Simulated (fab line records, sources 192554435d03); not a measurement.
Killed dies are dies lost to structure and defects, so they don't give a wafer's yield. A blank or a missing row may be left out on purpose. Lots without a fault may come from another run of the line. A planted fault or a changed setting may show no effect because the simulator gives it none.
fab line records | flow n5_finfet
record lots=13 wafers=35 last_day=18
route steps=1938 shown BEOL_M3@1000 MIM_TOP@1837 PASSIVATION@1929
lots that met no fault: from a run of the same line without faults
start_h: hours from the record's first day to the start of the lot's first wafer shown | wait_h: hours since the lot's step before | " the same as in the row above | L1.1+2: a row that stands for several wafers | - no value, or no start given | * or withheld: withheld | < > ~ a bound
route shown NAME@n: a module of which the file shows steps, and the number in the route of the first | usual: mean/standard deviation of fault-free wafers | same: alike in all rows | chamber/n: place in a boat | sites: the reading at each site | _std_site: their standard deviation | _edge_site: outer sites' mean less inner sites' | radius_mm: how far each site lies from the wafer's centre | mask NAME#n: copy n | behind: the tool/chamber that last shaped the wafer | hold: why the lot was held/for how many hours/how that ended | device: the transistor (n, p or np) that didn't switch | end of line: the same wafers' tests at the end of the route | a step without rows: its recipe alone | killed: dies lost to structure and defects at the first sort, not the wafer's yield | map: a wafer's dies, x killed, . not, _ none there
set.NAME: the setting as run; set.NAME@STEP: as run at that earlier step | model.NAME: the simulator's own value behind a step, which no gauge read
steps of the route over a sample of lots; a table a step, a row a wafer
services: from which hour (start_h, from the record's first day; less than 0 if before it) a tool's chamber was out of use, for how many hours, and why
## steps
# step N5_BEOL_M3_SPUTTER_86
# recipe material=Cu target_thk_a=45 temp_c=-20 chamber_pressure_pa=0.07 power_w=withheld time_s=8.29
# usual substrate_temp_c=-20.00/0.11 throttle_valve_pct=30.1/0.91
# columns lot.wafer tool chamber start_h wait_h substrate_temp_c throttle_valve_pct
L612.2 pvd_sputter-01 - 162.44 0.1 -20.06 30.9
L612.3 " - " " -19.87 30.0
L612.5 " - " " -20.04 28.5
L614.1 pvd_sputter-02 - 170.47 0.1 -19.93 30.3
L614.2 " - " " -20.03 31.2
L614.6 " - " " -20.20 29.8
L613.3 pvd_sputter-03 - 173.27 0.1 -19.93 30.1
L613.4 " - " " -19.97 30.3
L613.6 " - " " -20.02 30.2
L616.1 pvd_sputter-03 - 177.83 0.1 -19.87 30.4
L616.4 " - " " -20.07 30.2
L618.1 pvd_sputter-02 - 196.37 0.1 -19.86 30.5
L618.6 " - " " -20.16 31.2
L617.1 pvd_sputter-03 - 200.89 0.1 -19.90 30.9
L617.6 " - " " -20.04 29.8
L621.2 pvd_sputter-03 - 214.55 0.1 -20.01 31.2
L621.3 " - " " -19.91 30.6
L621.4 " - " " -19.92 30.3
L620.2 pvd_sputter-01 - 219.06 0.1 -20.06 28.1
L620.4 " - " " -19.76 29.8
L620.5 " - " " -20.05 30.6
L624.1 pvd_sputter-03 - 232.08 0.1 -19.88 30.4
L624.6 " - " " -19.97 30.3
L626.1 pvd_sputter-03 - 248.97 0.1 -20.16 31.1
L626.3 " - " " -20.04 30.1
L626.4 " - " " -19.83 30.2
L627.1 pvd_sputter-03 - 253.62 0.1 -20.04 30.2
L627.2 " - " " -20.15 30.2
L627.6 " - " " -19.95 31.1
L628.1 pvd_sputter-01 - 253.77 0.1 -20.20 28.2
L628.2 " - " " -19.85 30.3
L628.4 " - " " -19.97 30.0
L635.2 pvd_sputter-02 - 301.68 0.1 -19.95 30.5
L635.3 " - " " -19.85 28.1
L635.5 " - " " -19.95 30.2
# step N5_MIM_TOP_DEGAS_04
# recipe ambient=vacuum temp_c=300 time_s=60
# usual heater_power_w=469/45
# columns lot.wafer tool chamber start_h wait_h heater_power_w
L612.2 pvd_sputter-02 - 272.68 - 503
L612.3 " - " " 488
L612.5 " - " " 530
L614.1 pvd_sputter-02 - 285.33 - 432
L614.2 " - " " 501
L614.6 " - " " 474
L613.3 pvd_sputter-01 - 286.01 - 421
L613.4 " - " " 429
L613.6 " - " " 414
L616.1 pvd_sputter-01 - 289.83 - 465
L616.4 " - " " 414
L618.1 pvd_sputter-02 - 307.08 - 471
L618.6 " - " " 448
L617.1 pvd_sputter-02 - 314.61 - 447
L617.6 " - " " 446
L621.2 pvd_sputter-03 - 330.52 - 458
L621.3 " - " " 485
L621.4 " - " " 377
L620.2 pvd_sputter-03 - 331.50 - 410
L620.4 " - " " 472
L620.5 " - " " 369
L624.1 pvd_sputter-02 - 337.25 - 443
L624.6 " - " " 440
L626.1 pvd_sputter-02 - 369.16 - 540
L626.3 " - " " 513
L626.4 " - " " 485
L627.1 pvd_sputter-02 - 370.38 - 444
L627.2 " - " " 467
L627.6 " - " " 525
L628.1 pvd_sputter-03 - 383.78 - 368
L628.2 " - " " 409
L628.4 " - " " 463
L635.2 pvd_sputter-03 - 432.01 - 462
L635.3 " - " " 491
L635.5 " - " " 468
# step N5_PASSIVATION_PASS_ETCH_47
# recipe chemistry=CF4/O2 target=SiNx target_depth_a=7700 time_s=385 ion_energy_ev=100 pressure_mtorr=40 source_w=535 bias_w=49 Ar_flow_sccm=100 cf4_flow_sccm=100 O2_flow_sccm=10
# usual drypump_motor_current_A=5.6/0.42 oes_product_au=0.75/0.046 rf_vpp_V=241/8.7 showerhead_plenum_p_Torr=2.17/0.068 throttle_valve_pct=15.92/0.17
# columns lot.wafer tool chamber start_h wait_h drypump_motor_current_A oes_product_au rf_hours_counter_h rf_vpp_V showerhead_plenum_p_Torr throttle_valve_pct
L612.2 rie_diel-01 3 282.97 0.0 5.4 0.73 167 250 2.13 16.16
L612.3 " 0 " " 6.2 0.72 164 226 2.11 16.08
L612.5 " 0 " " 6.2 0.73 - 229 2.11 16.07
L614.1 rie_diel-02 0 292.36 0.0 6.2 0.76 161 252 2.10 15.95
L614.2 " 1 " " 5.2 0.72 165 244 2.19 15.81
L614.6 " 2 " " 5.8 0.74 - 235 2.32 15.89
L613.3 rie_diel-01 1 293.35 0.0 5.8 0.76 136 246 2.13 15.77
L613.4 " 2 " " 5.6 0.76 129 235 2.19 15.73
L613.6 " 3 " " 5.4 0.72 - 251 2.12 16.15
L616.1 rie_diel-02 0 296.50 0.0 6.2 0.76 163 253 2.10 15.96
L616.4 " 3 " " 4.9 0.80 89 241 2.22 15.89
L618.1 rie_diel-01 0 314.40 0.0 6.2 0.72 174 227 2.11 16.09
L618.6 " 3 " " 5.4 0.72 - 251 2.12 16.18
L617.1 rie_diel-01 1 322.11 0.0 5.7 0.76 145 247 2.13 15.79
L617.6 " 0 " " 6.2 0.73 - 227 2.11 16.13
L620.2 rie_diel-01 3 341.09 0.0 5.4 0.71 185 251 2.12 16.20
L620.4 " 0 " " 6.2 0.72 181 227 2.11 16.12
L620.5 " 1 " " 5.8 0.75 - 246 2.13 15.81
L621.2 rie_diel-02 0 341.57 0.0 6.1 0.74 178 253 2.10 15.98
L621.3 " 3 " " 4.9 0.78 104 243 2.21 15.90
L621.4 " 2 " " 5.8 0.72 157 234 2.31 15.94
L624.1 rie_diel-01 3 344.37 0.0 5.4 0.71 186 251 2.12 16.20
L624.6 " 2 " " 5.6 0.74 - 234 2.19 15.75
L626.1 rie_diel-01 0 377.87 0.0 6.2 0.70 194 226 2.10 16.14
L626.3 " 1 " " 5.7 0.74 163 247 2.12 15.82
L626.4 " 2 " " 5.6 0.74 157 235 2.18 15.79
L627.1 rie_diel-01 3 378.46 0.0 5.4 0.70 198 251 2.12 16.22
L627.2 " 0 " " 6.3 0.71 194 227 2.10 16.14
L627.6 " 2 " " 5.6 0.74 - 234 2.18 15.78
L628.1 rie_diel-02 1 391.14 0.0 5.2 0.70 200 244 2.18 15.89
L628.2 " 0 " " 6.1 0.73 197 253 2.09 16.01
L628.4 " 2 " " 5.8 0.71 175 234 2.30 15.95
L635.2 rie_diel-04 2 439.36 0.0 4.8 0.78 112 227 2.22 16.05
L635.3 " 3 " " 5.6 0.88 35 241 2.25 15.69
L635.5 " 3 " " 5.6 0.87 - 241 2.25 15.70
# step N5_PASSIVATION_PROBE_49
# usual defect_limited_yield=91.1/1.4 killed_at_M0_to_M3=34/11 killed_at_M4_up=14/5.6 killed_at_contacts=13/5.9 killed_at_front_end=40/11 killed_at_other=4/3.1 killed_dies=105/16 killed_open=68/11 killed_short=34/8.4 sort_bin_5_function=5.2/0.86 sort_bin_6_memory=3.2/0.7 sort_bin_8_speed=0.1/1.1 sort_n_pass=1074/21 sort_yield_pct=91.0/1.8
# same gross_dies=1180 killed_at_back_side=0 sort_bin_4_leakage[%]=0
# columns lot.wafer tool chamber start_h wait_h defect_limited_yield[%] killed_at_M0_to_M3 killed_at_M4_up killed_at_contacts killed_at_front_end killed_at_other killed_dies killed_open killed_short sort_bin_5_function[%] sort_bin_6_memory[%] sort_bin_8_speed[%] sort_n_pass sort_yield_pct[%]
L626.1 prober-02 - 380.88 0.0 84.1 125 8 14 29 12 188 65 35 10.0 4.1 0 992 84.1
L626.3 prober-02 - 380.98 0.1 82.8 129 16 8 43 7 203 72 35 11.2 4.0 0 977 82.8
L626.4 prober-02 - 381.03 0.2 84.8 112 12 7 42 6 179 58 42 9.3 4.5 0 1001 84.8
L627.1 prober-02 - 381.47 0.0 84.7 121 16 15 27 1 180 56 37 9.0 4.7 0 1000 84.7
L627.2 prober-02 - 381.52 0.1 84.8 118 7 2 51 1 179 59 25 10.0 3.9 0 1001 84.8
L627.6 prober-02 - 381.72 0.3 85.2 116 10 12 36 1 175 68 30 8.9 4.2 0 1005 85.2
# killed by level:class
L626.1 BEOL_M3:unspecified=86 BEOL_M2:geometric_particle:open=13 MOL_CONTACT_COAG:geometric_particle:open=10 BEOL_M0_SAQP:geometric_particle:short=9 FIN_SAQP:geometric_particle:open=6 FIN_SAQP:geometric_particle:short=5 BEOL_M0_SAQP:geometric_particle:open=5 STI_FIN_REVEAL:geometric_particle:open=4
L626.3 BEOL_M3:unspecified=94 FIN_SAQP:geometric_particle:open=14 FIN_SAQP:geometric_particle:short=8 BEOL_M0_SAQP:geometric_particle:short=8 BEOL_M1:geometric_particle:open=8 MOL_CONTACT_COAG:geometric_particle:open=6 BEOL_M2:geometric_particle:open=6 STI_FIN_REVEAL:geometric_particle:open=5
L626.4 BEOL_M3:unspecified=77 BEOL_M0_SAQP:geometric_particle:short=10 BEOL_M1:geometric_particle:open=10 FIN_SAQP:geometric_particle:short=9 STI_FIN_REVEAL:geometric_particle:open=8 MOL_CONTACT_COAG:geometric_particle:open=5 DUMMY_GATE:geometric_particle:open=5 BEOL_M0_SAQP:geometric_particle:open=5
L627.1 BEOL_M3:unspecified=82 MOL_CONTACT_COAG:geometric_particle:open=10 BEOL_M2:geometric_particle:open=9 BEOL_M0_SAQP:geometric_particle:open=7 BEOL_M4:geometric_particle:open=7 BEOL_M0_SAQP:geometric_particle:short=6 MOL_CONTACT_COAG:geometric_particle:short=5 DUMMY_GATE:geometric_particle:open=4
L627.2 BEOL_M3:unspecified=95 STI_FIN_REVEAL:geometric_particle:open=19 GATE_CUT:geometric_particle:short=9 FIN_SAQP:geometric_particle:open=8 BEOL_M2:geometric_particle:open=7 GATE_CUT:geometric_particle:open=5 BEOL_M0_SAQP:geometric_particle:short=3 BEOL_M1:geometric_particle:open=3
L627.6 BEOL_M3:unspecified=77 STI_FIN_REVEAL:geometric_particle:open=14 MOL_CONTACT_COAG:geometric_particle:open=11 BEOL_M0_SAQP:geometric_particle:short=9 BEOL_M0_SAQP:geometric_particle:open=8 BEOL_M1:geometric_particle:open=7 BEOL_M4:geometric_particle:open=6 FIN_SAQP:geometric_particle:open=4
## services
# columns tool chamber start_h hours kind
pvd_sputter-02 - 177.90 0.7 repair
rie_diel-02 2 180.71 1.5 repair
rie_diel-02 3 182.82 5.4 repair
rie_diel-04 0 204.10 - clean
rie_diel-04 0 204.10 - consumable_replace:focus_ring
rie_diel-04 0 204.10 - consumable_replace:showerhead
rie_diel-04 0 204.10 12.5 scheduled_down
rie_diel-04 0 204.10 12.5 vent_cycle
rie_diel-01 - 205.96 2.7 repair
rie_diel-04 1 218.53 47.5 repair
rie_diel-02 2 251.79 2.0 repair
rie_diel-02 0 254.07 3.1 repair
rie_diel-04 1 304.65 10.7 repair
rie_diel-04 3 315.41 - clean
rie_diel-04 3 315.41 - consumable_replace:focus_ring
rie_diel-02 - 322.87 0.1 repair
rie_diel-04 - 344.56 3.4 repair
rie_diel-02 3 357.61 11.6 repair
rie_diel-04 0 361.76 5.4 repair
rie_diel-04 2 370.83 6.1 repair
pvd_sputter-02 - 395.62 10.8 repair
rie_diel-02 2 402.16 18.0 repair
pvd_sputter-02 - 412.18 8.4 repair
pvd_sputter-03 - 416.51 1.7 repair
## key
first_sign step=N5_PASSIVATION_PROBE_49 reading=killed_at_M0_to_M3 direction=up sigmas=7.6 usual=34 struck=120
effect step=N5_PASSIVATION_PROBE_49 reading=defect_limited_yield direction=down sigmas=4.9 usual=91.1 struck=84.4
more_kills_born_at N5_BEOL_M3_SPUTTER_86@pvd_sputter-03=511
met_at N5_BEOL_M3_SPUTTER_86
struck_lots L626,L627
not_acting_at N5_MIM_TOP_DEGAS_04,N5_PASSIVATION_PASS_ETCH_47
onset_between 232.08 248.97
fault kind=chamber_particle_source tool=pvd_sputter-03 chamber=- onset_h=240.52 steps=N5_BEOL_M3_SPUTTER_86 rate_per_visit_cm2=0.44447 end_h=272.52
